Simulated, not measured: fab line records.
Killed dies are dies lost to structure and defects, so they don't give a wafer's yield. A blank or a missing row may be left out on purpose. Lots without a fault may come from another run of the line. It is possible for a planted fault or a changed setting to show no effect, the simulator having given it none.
fab line records || flow n5_finfet
[record] {"lots": 5, "wafers": 15, "last_day": 17}
route steps=1938 shown BEOL_M13@1706 BEOL_M14@1716 PASSIVATION@1936
lots untouched by any fault: they come from a run of this same line in which no faults occurred
start_h: start of the lot's first displayed wafer, in hours after the record's first day || wait_h: hours from the lot's prior step to this one || " repeats the value in the row above || L1.1+2: a row that stands for several wafers || - no value present, or no start provided || * or withheld: withheld || < > ~ a bound
route shown NAME@n: a module of which the file shows steps, and the number in the route of the first || usual: mean/standard deviation taken from wafers without a fault || same: alike in all rows || chamber/n: place in a boat || sites: readings site by site || _std_site: their standard deviation || _edge_site: outer sites' mean less inner sites' || radius_mm: for every site, how far away it sits from the centre of the wafer || mask NAME#n: copy n || behind: the last tool/chamber to shape the wafer || hold: cause of the lot's hold/its duration in hours/its outcome || device: whichever transistor did not switch (one of n, p or np) || end of line: at the end of the route, the tests of the same wafers || a step with no rows: only its recipe || killed: not the wafer's yield, but the dies lost to structure and defects at the first sort || map: a wafer's dies, marking killed ones x, the rest . and places with no die _
set.NAME: the setting the step ran with; set.NAME@STEP: the setting that earlier step ran with || model.NAME: the simulator's own value behind a step, which no gauge read
lots at selected steps of the route; one table per step, one row per wafer
services: when a tool's chamber went out of use (start_h, in hours from the record's first day, below 0 if earlier), for how many hours, and the reason
[[steps]]
[step N5_BEOL_M13_SPUTTER_44]
[recipe] {"material": "Ta", "target_thk_a": 100, "temp_c": 50, "bias_v": 80, "power_w": 15000, "chamber_pressure_pa": 0.07, "time_s": 16.13}
[step N5_BEOL_M13_SPUTTER_45]
[recipe] {"material": "Cu", "target_thk_a": 800, "temp_c": -20, "bias_v": 60, "power_w": 26000, "chamber_pressure_pa": 0.13, "time_s": 13.33}
[step N5_BEOL_M13_ECD_47]
[recipe] {"material": "Cu", "target_thk_a": 9360}
[step N5_BEOL_M13_ANNEAL_48]
[recipe] {"temp_c": 225, "time_s": 90, "ambient": "N2"}
[step N5_BEOL_M13_CMP_49]
[recipe] {"stop_on": "SiOC", "t_overpolish_s": 17.1, "down_force_psi": 1, "platen_rpm": 50, "clearing_platen_down_force_psi": 1.5, "clearing_platen_rpm": 50, "post_cmp_clean": "cu_alkaline", "target_thk_nm": 420, "clearing_platen_pad_velocity_m_s": 0.99484, "pad_velocity_m_s": 0.99484}
[step N5_BEOL_M13_PRE_CLEAN_52]
[recipe] {"gas": "NH3", "time_s": 15, "temp_c": "withheld", "rf_power_w": 300}
[step N5_BEOL_M13_DEP_53]
[recipe] {"material": "SiCN", "target_thk_a": 500, "temp_c": "withheld", "precursor": "3MS/NH3", "pressure_torr": 3, "rf_w": 675, "time_s": 17.8}
[step N5_BEOL_M14_ILD_DEP_00]
[recipe] {"material": "SiO2", "target_thk_a": 11193, "temp_c": 400, "precursor": "TEOS/O2", "pressure_torr": 6.5, "rf_w": 900, "teos_flow_sccm": 161.4, "gas": "O2", "flow_sccm": 2650, "time_s": 237.4}
[step N5_BEOL_M14_COAT_58]
[recipe] {"resist": "BARC", "temp_c": 205, "time_s": 60, "spin_rpm": 1500, "resist_thk_nm": 89}
[usual] {"chill_plate_temp_C": "23.01/0.1", "resist_line_temp_C": "23.00/0.11", "spin_speed_rpm": "1500.0/0.89"}
{"lot.wafer": "L821.2", "tool": "litho_track-03", "chamber": 0, "start_h": 318.86, "wait_h": 0.0, "chill_plate_temp_C": 23.00, "resist_line_temp_C": 22.88, "spin_speed_rpm": 1499.8, "model.BARC_of_BEOL_M14_COAT_58.thk_nm": 89.2}
{"lot.wafer": "L821.3", "tool": "litho_track-03", "chamber": 0, "start_h": 318.86, "wait_h": 0.0, "chill_plate_temp_C": 23.13, "resist_line_temp_C": 22.96, "spin_speed_rpm": 1501.9, "model.BARC_of_BEOL_M14_COAT_58.thk_nm": 88.8}
{"lot.wafer": "L821.6", "tool": "litho_track-03", "chamber": 0, "start_h": 318.86, "wait_h": 0.0, "chill_plate_temp_C": 23.08, "resist_line_temp_C": 23.06, "spin_speed_rpm": 1499.9, "model.BARC_of_BEOL_M14_COAT_58.thk_nm": 89}
{"lot.wafer": "L824.2", "tool": "litho_track-03", "chamber": 0, "start_h": 332.36, "wait_h": 0.0, "chill_plate_temp_C": 22.95, "resist_line_temp_C": 22.95, "spin_speed_rpm": 1439.7, "model.BARC_of_BEOL_M14_COAT_58.thk_nm": 91.2}
{"lot.wafer": "L824.4", "tool": "litho_track-03", "chamber": 0, "start_h": 332.36, "wait_h": 0.0, "chill_plate_temp_C": 22.87, "resist_line_temp_C": 22.97, "spin_speed_rpm": 1438.8, "model.BARC_of_BEOL_M14_COAT_58.thk_nm": 90.8}
{"lot.wafer": "L824.5", "tool": "litho_track-03", "chamber": 0, "start_h": 332.36, "wait_h": 0.0, "chill_plate_temp_C": 22.90, "resist_line_temp_C": 22.84, "spin_speed_rpm": 1438.9, "model.BARC_of_BEOL_M14_COAT_58.thk_nm": 91}
{"lot.wafer": "L828.1", "tool": "litho_track-03", "chamber": 0, "start_h": 344.46, "wait_h": 0.0, "chill_plate_temp_C": 22.88, "resist_line_temp_C": 22.76, "spin_speed_rpm": 1437.9, "model.BARC_of_BEOL_M14_COAT_58.thk_nm": 90.6}
{"lot.wafer": "L828.4", "tool": "litho_track-03", "chamber": 0, "start_h": 344.46, "wait_h": 0.0, "chill_plate_temp_C": 22.99, "resist_line_temp_C": 23.16, "spin_speed_rpm": 1438.6, "model.BARC_of_BEOL_M14_COAT_58.thk_nm": 90.6}
{"lot.wafer": "L828.6", "tool": "litho_track-03", "chamber": 0, "start_h": 344.46, "wait_h": 0.0, "chill_plate_temp_C": 23.02, "resist_line_temp_C": 22.97, "spin_speed_rpm": 1438.9, "model.BARC_of_BEOL_M14_COAT_58.thk_nm": 90.8}
{"lot.wafer": "L826.3", "tool": "litho_track-03", "chamber": 0, "start_h": 345.11, "wait_h": 0.0, "chill_plate_temp_C": 22.97, "resist_line_temp_C": 22.92, "spin_speed_rpm": 1438.6, "model.BARC_of_BEOL_M14_COAT_58.thk_nm": 90.4}
{"lot.wafer": "L826.4", "tool": "litho_track-03", "chamber": 0, "start_h": 345.11, "wait_h": 0.0, "chill_plate_temp_C": 23.02, "resist_line_temp_C": 22.92, "spin_speed_rpm": 1438.8, "model.BARC_of_BEOL_M14_COAT_58.thk_nm": 90.6}
{"lot.wafer": "L826.6", "tool": "litho_track-03", "chamber": 0, "start_h": 345.11, "wait_h": 0.0, "chill_plate_temp_C": 22.96, "resist_line_temp_C": 23.08, "spin_speed_rpm": 1439.5, "model.BARC_of_BEOL_M14_COAT_58.thk_nm": 90.4}
{"lot.wafer": "L831.3", "tool": "litho_track-02", "chamber": 0, "start_h": 367.78, "wait_h": 0.0, "chill_plate_temp_C": 23.12, "resist_line_temp_C": 23.06, "spin_speed_rpm": 1500.9, "model.BARC_of_BEOL_M14_COAT_58.thk_nm": 89.4}
{"lot.wafer": "L831.4", "tool": "litho_track-02", "chamber": 0, "start_h": 367.78, "wait_h": 0.0, "chill_plate_temp_C": 22.97, "resist_line_temp_C": 23.13, "spin_speed_rpm": 1500.0, "model.BARC_of_BEOL_M14_COAT_58.thk_nm": 89.4}
{"lot.wafer": "L831.6", "tool": "litho_track-02", "chamber": 0, "start_h": 367.78, "wait_h": 0.0, "chill_plate_temp_C": 23.20, "resist_line_temp_C": 23.09, "spin_speed_rpm": 1501.7, "model.BARC_of_BEOL_M14_COAT_58.thk_nm": 89.2}
[step N5_BEOL_M14_COAT_04]
[recipe] {"spin_rpm": 1704, "resist_thk_nm": 800}
[step N5_BEOL_M14_EBR_06]
[recipe] {"solvent": "PGMEA", "ebr_width_mm": 1.5}
[step N5_BEOL_M14_SOFTBAKE_05]
[recipe] {"temp_c": 130, "time_s": 60}
[step N5_BEOL_M14_EXPOSE_07]
[recipe] {"mask_id": "V13", "na": 0.8, "source_shape": "annular", "sigma_inner": 0.5, "sigma_outer": 0.8, "polarization": "unpolarized", "attpsm_phase_deg": 180, "dose_mj": 57}
[step N5_BEOL_M14_PEB_08]
[recipe] {"peb_temp_c": 130, "peb_time_s": 90}
[step N5_BEOL_M14_DEVELOP_09]
[recipe] {"develop_time_s": 45, "rinse_liquid": "diw", "dry": "air_spin", "dev_temp_c": 21}
[step N5_BEOL_M14_HARDBAKE_14]
[recipe] {"temp_c": 130, "time_s": 120}
[step N5_BEOL_M14_DESCUM_15]
[recipe] {"chemistry": "O2", "time_s": 7.9, "source_power_w": 50, "bias_power_w": 20, "pressure_mtorr": 20, "rf_frequency_hz": 2.712e+07, "temp_c": 40, "o2_flow_sccm": 225}
[step N5_BEOL_M14_ETCH_59]
[recipe] {"chemistry": "N2/H2", "target": "BARC", "target_depth_a": 890, "overetch_a": 267, "time_s": 67.9, "ion_energy_ev": 200, "pressure_mtorr": 30, "source_w": 840, "bias_w": 150, "n2_flow_sccm": 200, "h2_flow_sccm": 200}
[usual] {"chamber_pressure_mTorr": "30.000/0.027", "drypump_motor_current_A": "5.5/0.43", "oes_product_au": "0.69/0.062", "rf_vpp_V": "525.0/2.8", "showerhead_plenum_p_Torr": "2.58/0.098", "throttle_valve_pct": "17.8/0.32"}
{"lot.wafer": "L821.2", "tool": "rie_diel-05", "chamber": 2, "start_h": 319.26, "wait_h": 0.0, "chamber_pressure_mTorr": 29.980, "drypump_motor_current_A": 5.7, "oes_product_au": 0.83, "rf_hours_counter_h": 3, "rf_vpp_V": 522.4, "showerhead_plenum_p_Torr": 2.47, "throttle_valve_pct": 17.6, "model.etch.depth_nm": 89.16}
{"lot.wafer": "L821.3", "tool": "rie_diel-05", "chamber": 3, "start_h": 319.26, "wait_h": 0.0, "chamber_pressure_mTorr": 29.978, "drypump_motor_current_A": 6.3, "oes_product_au": 0.72, "rf_hours_counter_h": 63, "rf_vpp_V": 521.7, "showerhead_plenum_p_Torr": 2.44, "throttle_valve_pct": 17.2, "model.etch.depth_nm": 88.83}
{"lot.wafer": "L821.6", "tool": "rie_diel-05", "chamber": 2, "start_h": 319.26, "wait_h": 0.0, "chamber_pressure_mTorr": 30.029, "drypump_motor_current_A": 5.8, "oes_product_au": 0.84, "rf_hours_counter_h": "-", "rf_vpp_V": 522.6, "showerhead_plenum_p_Torr": 2.47, "throttle_valve_pct": 17.6, "model.etch.depth_nm": 89.02}
{"lot.wafer": "L824.2", "tool": "rie_diel-05", "chamber": 0, "start_h": 332.76, "wait_h": 0.0, "chamber_pressure_mTorr": 30.045, "drypump_motor_current_A": 4.7, "oes_product_au": 0.70, "rf_hours_counter_h": 85, "rf_vpp_V": 525.5, "showerhead_plenum_p_Torr": 2.58, "throttle_valve_pct": 17.5, "model.etch.depth_nm": 91.14}
{"lot.wafer": "L824.4", "tool": "rie_diel-05", "chamber": 3, "start_h": 332.76, "wait_h": 0.0, "chamber_pressure_mTorr": 30.009, "drypump_motor_current_A": 6.3, "oes_product_au": 0.73, "rf_hours_counter_h": 66, "rf_vpp_V": 520.9, "showerhead_plenum_p_Torr": 2.44, "throttle_valve_pct": 17.2, "model.etch.depth_nm": 90.86}
{"lot.wafer": "L824.5", "tool": "rie_diel-05", "chamber": 3, "start_h": 332.76, "wait_h": 0.0, "chamber_pressure_mTorr": 29.961, "drypump_motor_current_A": 6.3, "oes_product_au": 0.73, "rf_hours_counter_h": "-", "rf_vpp_V": 522.0, "showerhead_plenum_p_Torr": 2.44, "throttle_valve_pct": 17.2, "model.etch.depth_nm": 91.08}
{"lot.wafer": "L828.1", "tool": "rie_diel-03", "chamber": 0, "start_h": 345.03, "wait_h": 0.0, "chamber_pressure_mTorr": 30.002, "drypump_motor_current_A": 5.5, "oes_product_au": 0.59, "rf_hours_counter_h": 245, "rf_vpp_V": 518.4, "showerhead_plenum_p_Torr": 2.40, "throttle_valve_pct": 18.6, "model.etch.depth_nm": 90.59}
{"lot.wafer": "L828.4", "tool": "rie_diel-03", "chamber": 1, "start_h": 345.03, "wait_h": 0.0, "chamber_pressure_mTorr": 29.985, "drypump_motor_current_A": 5.1, "oes_product_au": 0.72, "rf_hours_counter_h": "-", "rf_vpp_V": 527.9, "showerhead_plenum_p_Torr": 2.71, "throttle_valve_pct": 17.9, "model.etch.depth_nm": 90.68}
{"lot.wafer": "L828.6", "tool": "rie_diel-03", "chamber": 0, "start_h": 345.03, "wait_h": 0.0, "chamber_pressure_mTorr": 30.025, "drypump_motor_current_A": 5.5, "oes_product_au": 0.59, "rf_hours_counter_h": "-", "rf_vpp_V": 521.3, "showerhead_plenum_p_Torr": 2.40, "throttle_valve_pct": 18.6, "model.etch.depth_nm": 90.72}
{"lot.wafer": "L826.3", "tool": "rie_diel-01", "chamber": 0, "start_h": 345.55, "wait_h": 0.0, "chamber_pressure_mTorr": 29.957, "drypump_motor_current_A": 5.8, "oes_product_au": 0.72, "rf_hours_counter_h": 72, "rf_vpp_V": 524.4, "showerhead_plenum_p_Torr": 2.56, "throttle_valve_pct": 17.9, "model.etch.depth_nm": 90.43}
{"lot.wafer": "L826.4", "tool": "rie_diel-01", "chamber": 1, "start_h": 345.55, "wait_h": 0.0, "chamber_pressure_mTorr": 30.021, "drypump_motor_current_A": 5.0, "oes_product_au": 0.76, "rf_hours_counter_h": 26, "rf_vpp_V": 523.7, "showerhead_plenum_p_Torr": 2.61, "throttle_valve_pct": 18.1, "model.etch.depth_nm": 90.51}
{"lot.wafer": "L826.6", "tool": "rie_diel-01", "chamber": 2, "start_h": 345.55, "wait_h": 0.0, "chamber_pressure_mTorr": 29.999, "drypump_motor_current_A": 5.9, "oes_product_au": 0.73, "rf_hours_counter_h": "-", "rf_vpp_V": 528.7, "showerhead_plenum_p_Torr": 2.67, "throttle_valve_pct": 17.8, "model.etch.depth_nm": 90.33}
{"lot.wafer": "L831.3", "tool": "rie_diel-01", "chamber": 0, "start_h": 368.30, "wait_h": 0.0, "chamber_pressure_mTorr": 30.040, "drypump_motor_current_A": 5.8, "oes_product_au": 0.70, "rf_hours_counter_h": 80, "rf_vpp_V": 523.0, "showerhead_plenum_p_Torr": 2.56, "throttle_valve_pct": 17.9, "model.etch.depth_nm": 89.34}
{"lot.wafer": "L831.4", "tool": "rie_diel-01", "chamber": 1, "start_h": 368.30, "wait_h": 0.0, "chamber_pressure_mTorr": 29.990, "drypump_motor_current_A": 5.1, "oes_product_au": 0.74, "rf_hours_counter_h": 34, "rf_vpp_V": 525.3, "showerhead_plenum_p_Torr": 2.60, "throttle_valve_pct": 18.1, "model.etch.depth_nm": 89.32}
{"lot.wafer": "L831.6", "tool": "rie_diel-01", "chamber": 3, "start_h": 368.30, "wait_h": 0.0, "chamber_pressure_mTorr": 29.994, "drypump_motor_current_A": 5.6, "oes_product_au": 0.62, "rf_hours_counter_h": "-", "rf_vpp_V": 523.9, "showerhead_plenum_p_Torr": 2.52, "throttle_valve_pct": 17.6, "model.etch.depth_nm": 89.24}
[step N5_BEOL_M14_VIA_ETCH_16]
[recipe] {"chemistry": "C4F8/O2/Ar", "target": "SiO2", "he_inner_torr": 15, "he_outer_torr": 30, "target_depth_a": 12313, "time_s": "withheld", "ion_energy_ev": 800, "pressure_mtorr": 20, "source_w": 1905, "bias_w": 2040, "Ar_flow_sccm": 400, "C4F8_flow_sccm": 16, "O2_flow_sccm": 12, "ends": "cleared"}
[step N5_PASSIVATION_PROBE_49]
[usual] {"defect_limited_yield": "91.0/1.4", "killed_at_M0_to_M3": "35/10", "killed_at_M4_up": "14/5.5", "killed_at_contacts": "13/5.6", "killed_at_front_end": "41/11", "killed_at_other": "4/3.4", "killed_dies": "106/16", "killed_open": "68/12", "killed_short": "35/7.3", "sort_bin_4_leakage": "0.3/2.1", "sort_bin_5_function": "5.3/0.89", "sort_bin_6_memory": "3.4/0.67", "sort_n_pass": "1070/28", "sort_yield_pct": "90.7/2.4"}
[same] {"gross_dies": 1180, "killed_at_back_side": 0, "sort_bin_8_speed[%]": 0}
{"lot.wafer": "L824.2", "tool": "prober-02", "chamber": "-", "start_h": 355.33, "wait_h": 0.1, "defect_limited_yield[%]": 91.0, "killed_at_M0_to_M3": 47, "killed_at_M4_up": 16, "killed_at_contacts": 3, "killed_at_front_end": 36, "killed_at_other": 4, "killed_dies": 106, "killed_open": 70, "killed_short": 36, "sort_bin_4_leakage[%]": 1.5, "sort_bin_5_function[%]": 5.3, "sort_bin_6_memory[%]": 3.4, "sort_n_pass": 1056, "sort_yield_pct[%]": 89.5}
{"lot.wafer": "L824.4", "tool": "prober-02", "chamber": "-", "start_h": 355.43, "wait_h": 0.2, "defect_limited_yield[%]": 90.4, "killed_at_M0_to_M3": 46, "killed_at_M4_up": 17, "killed_at_contacts": 11, "killed_at_front_end": 39, "killed_at_other": 0, "killed_dies": 113, "killed_open": 77, "killed_short": 35, "sort_bin_4_leakage[%]": 0, "sort_bin_5_function[%]": 5.3, "sort_bin_6_memory[%]": 4.0, "sort_n_pass": 1067, "sort_yield_pct[%]": 90.4}
{"lot.wafer": "L824.5", "tool": "prober-02", "chamber": "-", "start_h": 355.48, "wait_h": 0.2, "defect_limited_yield[%]": 93.1, "killed_at_M0_to_M3": 29, "killed_at_M4_up": 17, "killed_at_contacts": 7, "killed_at_front_end": 29, "killed_at_other": 0, "killed_dies": 82, "killed_open": 55, "killed_short": 26, "sort_bin_4_leakage[%]": 0, "sort_bin_5_function[%]": 3.6, "sort_bin_6_memory[%]": 3.0, "sort_n_pass": 1098, "sort_yield_pct[%]": 93.1}
{"lot.wafer": "L828.1", "tool": "prober-01", "chamber": "-", "start_h": 374.50, "wait_h": 0.0, "defect_limited_yield[%]": 90.7, "killed_at_M0_to_M3": 34, "killed_at_M4_up": 10, "killed_at_contacts": 22, "killed_at_front_end": 36, "killed_at_other": 8, "killed_dies": 110, "killed_open": 64, "killed_short": 43, "sort_bin_4_leakage[%]": 0, "sort_bin_5_function[%]": 4.9, "sort_bin_6_memory[%]": 3.9, "sort_n_pass": 1070, "sort_yield_pct[%]": 90.7}
{"lot.wafer": "L828.4", "tool": "prober-01", "chamber": "-", "start_h": 374.65, "wait_h": 0.2, "defect_limited_yield[%]": 92.3, "killed_at_M0_to_M3": 20, "killed_at_M4_up": 12, "killed_at_contacts": 14, "killed_at_front_end": 42, "killed_at_other": 3, "killed_dies": 91, "killed_open": 57, "killed_short": 32, "sort_bin_4_leakage[%]": 0, "sort_bin_5_function[%]": 4.5, "sort_bin_6_memory[%]": 3.0, "sort_n_pass": 1089, "sort_yield_pct[%]": 92.3}
{"lot.wafer": "L828.6", "tool": "prober-01", "chamber": "-", "start_h": 374.75, "wait_h": 0.3, "defect_limited_yield[%]": 90.3, "killed_at_M0_to_M3": 44, "killed_at_M4_up": 16, "killed_at_contacts": 21, "killed_at_front_end": 30, "killed_at_other": 4, "killed_dies": 115, "killed_open": 79, "killed_short": 32, "sort_bin_4_leakage[%]": 0, "sort_bin_5_function[%]": 5.7, "sort_bin_6_memory[%]": 3.9, "sort_n_pass": 1065, "sort_yield_pct[%]": 90.3}
{"lot.wafer": "L826.3", "tool": "prober-02", "chamber": "-", "start_h": 379.48, "wait_h": 0.1, "defect_limited_yield[%]": 91.4, "killed_at_M0_to_M3": 29, "killed_at_M4_up": 14, "killed_at_contacts": 14, "killed_at_front_end": 44, "killed_at_other": 1, "killed_dies": 102, "killed_open": 58, "killed_short": 41, "sort_bin_4_leakage[%]": 23.2, "sort_bin_5_function[%]": 4.7, "sort_bin_6_memory[%]": 3.6, "sort_n_pass": 804, "sort_yield_pct[%]": 68.1}
{"lot.wafer": "L826.4", "tool": "prober-02", "chamber": "-", "start_h": 379.53, "wait_h": 0.2, "defect_limited_yield[%]": 90.8, "killed_at_M0_to_M3": 24, "killed_at_M4_up": 12, "killed_at_contacts": 12, "killed_at_front_end": 51, "killed_at_other": 9, "killed_dies": 108, "killed_open": 58, "killed_short": 43, "sort_bin_4_leakage[%]": 0, "sort_bin_5_function[%]": 4.9, "sort_bin_6_memory[%]": 3.3, "sort_n_pass": 1072, "sort_yield_pct[%]": 90.8}
{"lot.wafer": "L826.6", "tool": "prober-02", "chamber": "-", "start_h": 379.63, "wait_h": 0.3, "defect_limited_yield[%]": 92.4, "killed_at_M0_to_M3": 33, "killed_at_M4_up": 15, "killed_at_contacts": 4, "killed_at_front_end": 34, "killed_at_other": 4, "killed_dies": 90, "killed_open": 54, "killed_short": 33, "sort_bin_4_leakage[%]": 0, "sort_bin_5_function[%]": 4.7, "sort_bin_6_memory[%]": 2.5, "sort_n_pass": 1090, "sort_yield_pct[%]": 92.4}
{"lot.wafer": "L831.3", "tool": "prober-01", "chamber": "-", "start_h": 398.13, "wait_h": 0.1, "defect_limited_yield[%]": 91.7, "killed_at_M0_to_M3": 27, "killed_at_M4_up": 12, "killed_at_contacts": 3, "killed_at_front_end": 46, "killed_at_other": 10, "killed_dies": 98, "killed_open": 56, "killed_short": 40, "sort_bin_4_leakage[%]": 0, "sort_bin_5_function[%]": 4.7, "sort_bin_6_memory[%]": 3.0, "sort_n_pass": 1082, "sort_yield_pct[%]": 91.7}
{"lot.wafer": "L831.4", "tool": "prober-01", "chamber": "-", "start_h": 398.18, "wait_h": 0.2, "defect_limited_yield[%]": 92.3, "killed_at_M0_to_M3": 26, "killed_at_M4_up": 14, "killed_at_contacts": 12, "killed_at_front_end": 34, "killed_at_other": 5, "killed_dies": 91, "killed_open": 56, "killed_short": 31, "sort_bin_4_leakage[%]": 0, "sort_bin_5_function[%]": 4.5, "sort_bin_6_memory[%]": 3.0, "sort_n_pass": 1089, "sort_yield_pct[%]": 92.3}
{"lot.wafer": "L831.6", "tool": "prober-01", "chamber": "-", "start_h": 398.28, "wait_h": 0.3, "defect_limited_yield[%]": 92.9, "killed_at_M0_to_M3": 10, "killed_at_M4_up": 19, "killed_at_contacts": 9, "killed_at_front_end": 36, "killed_at_other": 10, "killed_dies": 84, "killed_open": 45, "killed_short": 36, "sort_bin_4_leakage[%]": 0.8, "sort_bin_5_function[%]": 4.7, "sort_bin_6_memory[%]": 2.0, "sort_n_pass": 1086, "sort_yield_pct[%]": 92.0}
// killed by level:class
L824.2 BEOL_M3:geometric_particle:open=13 BEOL_M0_SAQP:geometric_particle:short=11 FIN_SAQP:geometric_particle:short=8 STI_FIN_REVEAL:geometric_particle:open=8 FIN_SAQP:geometric_particle:open=7 BEOL_M0_SAQP:geometric_particle:open=6 BEOL_M1:geometric_particle:open=6 BEOL_M4:geometric_particle:open=5
L824.4 BEOL_M3:geometric_particle:open=14 FIN_SAQP:geometric_particle:open=11 MOL_CONTACT_COAG:geometric_particle:open=10 BEOL_M0_SAQP:geometric_particle:short=7 BEOL_M4:geometric_particle:open=7 BEOL_M2:geometric_particle:open=6 BEOL_M0_SAQP:geometric_particle:open=5 BEOL_M0:geometric_particle:short=5
L824.5 BEOL_M3:geometric_particle:open=9 FIN_SAQP:geometric_particle:open=6 BEOL_M4:geometric_particle:open=6 DUMMY_GATE:geometric_particle:open=5 MOL_CONTACT_COAG:geometric_particle:open=5 BEOL_M2:geometric_particle:open=5 FIN_SAQP:geometric_particle:short=3 BEOL_M0_SAQP:geometric_particle:short=3
L828.1 MOL_CONTACT_COAG:geometric_particle:open=17 STI_FIN_REVEAL:geometric_particle:open=8 BEOL_M3:geometric_particle:open=8 BEOL_M0_SAQP:geometric_particle:open=8 BEOL_M0_SAQP:geometric_particle:short=8 GATE_CUT:geometric_particle:short=6 STARTING-WAFER:geometric_particle:short=6 MOL_CONTACT_COAG:geometric_particle:short=5
L828.4 FIN_SAQP:geometric_particle:short=10 FIN_SAQP:geometric_particle:open=9 STI_FIN_REVEAL:geometric_particle:open=8 MOL_CONTACT_COAG:geometric_particle:open=7 MOL_CONTACT_COAG:geometric_particle:short=6 BEOL_M3:geometric_particle:open=6 BEOL_M0_SAQP:geometric_particle:short=5 BEOL_M4:geometric_particle:open=4
L828.6 MOL_CONTACT_COAG:geometric_particle:open=17 BEOL_M1:geometric_particle:open=10 BEOL_M0_SAQP:geometric_particle:open=9 BEOL_M0_SAQP:geometric_particle:short=9 FIN_SAQP:geometric_particle:open=7 BEOL_M4:geometric_particle:open=7 FIN_SAQP:geometric_particle:short=6 BEOL_M2:geometric_particle:open=5
L826.3 FIN_SAQP:geometric_particle:short=17 MOL_CONTACT_COAG:geometric_particle:open=10 BEOL_M1:geometric_particle:open=9 BEOL_M2:geometric_particle:open=8 BEOL_M4:geometric_particle:open=7 GATE_CUT:geometric_particle:short=6 STI_FIN_REVEAL:geometric_particle:short=5 STI_FIN_REVEAL:geometric_particle:open=5
L826.4 FIN_SAQP:geometric_particle:short=11 FIN_SAQP:geometric_particle:open=9 MOL_CONTACT_COAG:geometric_particle:open=9 HKMG_FIN:area_etch=7 GATE_CUT:geometric_particle:short=6 BEOL_M0:geometric_particle:open=6 BEOL_M0:geometric_particle:short=6 BEOL_M4:geometric_particle:open=6
L826.6 BEOL_M4:geometric_particle:open=9 BEOL_M0:geometric_particle:open=8 GATE_CUT:geometric_particle:short=7 FIN_SAQP:geometric_particle:short=6 FIN_SAQP:geometric_particle:open=6 BEOL_M0:geometric_particle:short=5 BEOL_M1:geometric_particle:open=5 STI_FIN_REVEAL:geometric_particle:open=4
L831.3 BEOL_M0_SAQP:geometric_particle:open=15 GATE_CUT:geometric_particle:short=13 STI_FIN_REVEAL:geometric_particle:open=7 BEOL_M0_SAQP:geometric_particle:short=7 FIN_SAQP:geometric_particle:short=5 BEOL_M5:geometric_particle:short=5 PASS1_DEP:geometric_particle:open=5 FIN_SAQP:geometric_particle:open=4
L831.4 MOL_CONTACT_COAG:geometric_particle:open=10 BEOL_M0_SAQP:geometric_particle:open=9 STI_FIN_REVEAL:geometric_particle:open=6 FIN_SAQP:geometric_particle:short=5 FIN_SAQP:geometric_particle:open=4 GATE_CUT:geometric_particle:short=4 BEOL_M2:geometric_particle:open=4 BEOL_M3:geometric_particle:open=4
L831.6 GATE_CUT:geometric_particle:short=9 MOL_CONTACT_COAG:geometric_particle:open=7 FIN_SAQP:geometric_particle:short=5 BEOL_M4:geometric_particle:short=5 PASS1_DEP:geometric_particle:short=5 STARTING-WAFER:geometric_particle:open=5 DUMMY_GATE:geometric_particle:open=4 BEOL_M7:geometric_particle:open=3
[[services]]
{"tool": "rie_diel-03", "chamber": 1, "start_h": 316.51, "hours": 4.1, "kind": "repair"}
{"tool": "rie_diel-03", "chamber": 2, "start_h": 343.20, "hours": 4.2, "kind": "repair"}
{"tool": "rie_diel-03", "chamber": 0, "start_h": 353.85, "hours": "-", "kind": "clean"}
{"tool": "rie_diel-03", "chamber": 0, "start_h": 353.85, "hours": "-", "kind": "consumable_replace:focus_ring"}
{"tool": "rie_diel-03", "chamber": 0, "start_h": 353.85, "hours": "-", "kind": "consumable_replace:showerhead"}
{"tool": "rie_diel-03", "chamber": 0, "start_h": 353.85, "hours": 22.0, "kind": "scheduled_down"}
{"tool": "rie_diel-03", "chamber": 0, "start_h": 353.85, "hours": 22.0, "kind": "vent_cycle"}
[[key]]
[first_sign] {"step": "N5_BEOL_M14_COAT_58", "reading": "spin_speed_rpm", "direction": "down", "sigmas": 69, "usual": "*", "struck": "*"}
effect none on later readings
[model_effect] {"step": "N5_BEOL_M14_COAT_58", "value": "BARC_of_BEOL_M14_COAT_58.thk_nm", "without": 88.82, "struck": 90.71}
[model_effect] {"step": "N5_BEOL_M14_ETCH_59", "value": "etch.depth_nm", "without": 88.85, "struck": 90.7}
met_at N5_BEOL_M14_COAT_58
struck_wafers L824.2,L824.4,L824.5,L826.3,L826.4,L826.6,L828.1,L828.4,L828.6
onset_between 318.86 332.36
[fault] {"kind": "process_parameter_drift", "tool": "litho_track-03", "chamber": "-", "onset_h": 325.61, "steps": "N5_BEOL_M14_COAT_58", "channel": "spin_rpm", "offset": "*", "shape": "step", "end_h": 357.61, "acts_in": "*", "stated": "*"}
